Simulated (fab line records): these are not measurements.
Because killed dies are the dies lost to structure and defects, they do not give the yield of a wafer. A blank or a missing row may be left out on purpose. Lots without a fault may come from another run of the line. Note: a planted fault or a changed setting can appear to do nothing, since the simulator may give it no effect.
Struck lot and sound lot, side by side    flow n5 finfet    15 out of 1938 route steps
Sound: the wafers L551.2, L551.3, L551.5. The struck wafers were L565.1, L565.3, L565.4. At the end, the cause is stated.
At each step with rows: each side's tool, then ch and its chambers, then its first start. Under that, the readings that differ: sound wafers    struck wafers    difference of the means    sigmas: that difference in standard deviations of wafers without a fault.
alike: readings with means less than 2 such deviations apart, plus words and numbers identical on both sides. not compared: withheld readings, readings lacking a value on some wafer, bounds such as >300 that could conceal the same value, and numbers that have no deviation in the record and whose values overlap.
A row with sigmas, a row that says differs or no value, or rows on one side alone: a step with any of these is where the two part. Numbers that don't overlap but have no deviation are shown without sigmas and don't part them. A reading missing from all wafers of one side parts the sides only when that side holds two or more wafers.

first, 1 step without rows for these wafers: N5_FIN_CUT_STRIP_31 (strips in N2/H2).
N5_FIN_CUT_STRIP_24: strips in CF4.
  sound on rie diel-03 ch 0,2, day 2 06:08; struck on rie diel-01 ch 0,2,3, day 5 21:41
  alike: cf4 flow sccm, drypump motor current A, oes product au, power w, rf vpp V, showerhead plenum p Torr, throttle valve pct
  not compared: rf hours counter h
N5_FIN_CUT_CUT_ETCH_26: etches SiNx in CH3F/O2, target depth 39 nm, time 55.7 s.
  sound on rie diel-03 ch 0,2, day 2 06:10; struck on rie diel-01 ch 0,2,3, day 5 21:43
  alike: O2_flow_sccm, drypump motor current A, oes product au, rf vpp V, showerhead plenum p Torr, throttle valve pct
  not compared: rf hours counter h
N5_FIN_CUT_CUT_ETCH_27: etches SiO2 in CHF3/O2, target depth 4 nm, overetch 2 nm, time 4.9 s.
  sound on rie diel-03 ch 0,2, day 2 06:12; struck on rie diel-01 ch 0,2,3, day 5 21:45
  alike: O2_flow_sccm, drypump motor current A, oes product au, rf vpp V, showerhead plenum p Torr, throttle valve pct
  not compared: rf hours counter h
N5_FIN_CUT_PRECLEAN_35: cleans in vHF, time 13.3 s.
  sound on vapor etch-01 ch 0,1, day 2 06:16; struck on vapor etch-01 ch 0,1, day 5 21:49
  alike: drypump motor current A
N5_FIN_CUT_CUT_ETCH_15: etches Si in HBr/Cl2/O2, target depth 100 nm, bt time 10 s, time 42.4 s.
  sound on rie si-02 ch 0,1,2, day 2 06:21; struck on rie si-02 ch 0,2,3, day 5 21:54
  alike: O2_flow_sccm, drypump motor current A, oes product au, throttle valve pct
  not compared: rf hours counter h
then, 5 steps without rows for these wafers: N5_FIN_CUT_CUT_ETCH_28 (etches Si in HBr/Cl2/O2, target depth 6 nm, time 2.4 s); N5_FIN_CUT_STRIP_22 (strips in N2/H2); N5_FIN_CUT_PRECLEAN_36 (cleans in O3/DIW, time 60 s); N5_FIN_CUT_SRD_32 (time 30 s); N5_FIN_CUT_UV_OZONE_34 (time 120 s).
N5_FIN_CUT_INSPECT_17: inspects for defects (brightfield).
  sound on defect inspect-01, day 2 06:38; struck on defect inspect-01, day 5 22:14
reading           sound        struck       difference  sigmas
raw defect count  111 148 187  400 372 201  +176        +3
N5_STI_FIN_REVEAL_ALD_00: deposits SiO2, target thk 1 nm, pulse time 1 s.
  sound on ald sin-03 ch 0,2, day 2 09:02; struck on ald sin-03 ch 0,1,3, day 5 22:28
reading                                          sound  struck       difference  sigmas
model.SiO2_of_STI_FIN_REVEAL_ALD_00.thk nm (nm)  1 1 1  1.6 1.6 1.6  +0.6        
  alike: heater power w, precursor pulse height rel
then, 1 step without rows for these wafers: N5_STI_FIN_REVEAL_ALD_14 (deposits Si3N4, target thk 3 nm).
-- the record jumps here: 7 days lie between the struck wafers' starts before and after (it left off in module STI_FIN_REVEAL and takes up again in module BEOL_M4, whose first step shown is number 1111 of the route) --
N5_BEOL_M4_RC_MEAS_101:
  sound on prober-02 ch 0, day 8 00:35; struck on prober-01 ch 0, day 13 00:12
  alike: DIBL_N, DIBL_P, IOFF_N, IOFF_P, ION_N, ION_P, SS_N, SS_P, VT_N, VT_P

== WHERE THEY PART ==
At N5_FIN_CUT_INSPECT_17 and nowhere else, as far as this record goes. Later steps at which nothing parts them and some readings are alike: N5_STI_FIN_REVEAL_ALD_00, N5_BEOL_M4_RC_MEAS_101.

WHY: the cause the simulator had injected
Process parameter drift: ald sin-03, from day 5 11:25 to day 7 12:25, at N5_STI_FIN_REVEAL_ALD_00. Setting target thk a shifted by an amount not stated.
